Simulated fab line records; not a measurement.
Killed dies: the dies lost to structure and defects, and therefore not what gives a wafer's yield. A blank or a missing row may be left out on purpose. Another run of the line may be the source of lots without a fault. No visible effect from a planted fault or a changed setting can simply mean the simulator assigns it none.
Chamber matching | flow n5Finfet | N5_ILD0_LINER_00 on aldSin-02: 4 sister chambers
The step material SiNx, target thk 4 nm, pulse time 1 s, purge time 2 s. 20 wafers are shown with their chamber, then 10 later ones without.

## WAFERS, EACH WITH ITS CHAMBER
wafer  | chamber | heaterPowerW (W) | precursorPulseHeightRel
L074.2 | 1       | 1115             | 0.991
L074.3 | 3       | 838              | 0.989
L074.5 | 0       | 955              | 1.001
L075.1 | 3       | 839              | 1.004
L075.3 | 1       | 1131             | 0.975
L075.5 | 3       | 833              | 1.007
L077.1 | 1       | 1112             | 0.983
L077.3 | 0       | 955              | 0.992
L077.6 | 1       | 1146             | 1.021
L079.1 | 0       | 990              | 1.015
L079.3 | 1       | 1120             | 1.024
L079.6 | 1       | 1130             | 1.001
L080.1 | 0       | 949              | 1.036
L080.3 | 3       | 849              | 0.990
L080.5 | 2       | 775              | 1.033
L081.2 | 2       | 786              | 1.008
L081.3 | 0       | 921              | 1.008
L081.5 | 0       | 942              | 0.987
L085.3 | 2       | 789              | 1.021
L085.4 | 0       | 965              | 1.001

SIGNATURES, as means of the wafers listed above
reading                 | chamber 0 | chamber 1 | chamber 2 | chamber 3 | scatter within a chamber
heaterPowerW            | 953.86    | 1125.67   | 783.33    | 839.75    | 15.2
precursorPulseHeightRel | 1.00571   | 0.99917   | 1.02067   | 0.99750   | 0.0162
Rule: for each reading, subtract the chamber's mean from the wafer's reading, divide by that reading's scatter and square the result; add these up over the readings and take the root, which gives the wafer's distance from the chamber. The wafer belongs to the nearest chamber; if the next one is less than 2 further off, it can't be placed. The scatter: the root of (the sum of the squares of (reading less its chamber's mean) over the shown wafers, divided by (wafers less chambers)).

## WAFERS MISSING THEIR CHAMBER
wafer  | heaterPowerW (W) | precursorPulseHeightRel
L085.6 | 796              | 0.985
L091.2 | 957              | 0.990
L091.3 | 794              | 1.009
L091.4 | 1115             | 1.052
L096.1 | 1144             | 0.997
L096.3 | 942              | 0.958
L096.4 | 880              | 0.988
L097.2 | 794              | 1.028
L097.5 | 1157             | 0.981
L097.6 | 955              | 0.988

## WHICH CHAMBER EACH WENT THROUGH
wafer  | from the rows above     | in truth
L085.6 | can't be placed: 2 or 3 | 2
L091.2 | 0                       | 0
L091.3 | 2                       | 2
L091.4 | 1                       | 1
L096.1 | 1                       | 1
L096.3 | 0                       | 0
L096.4 | 3                       | 3
L097.2 | 2                       | 2
L097.5 | 1                       | 1
L097.6 | 0                       | 0
Placed correctly: 9 of 10. Cannot be placed on the basis of these rows: 1; the candidates contain the true chamber in 1. Placed wrongly: 0.
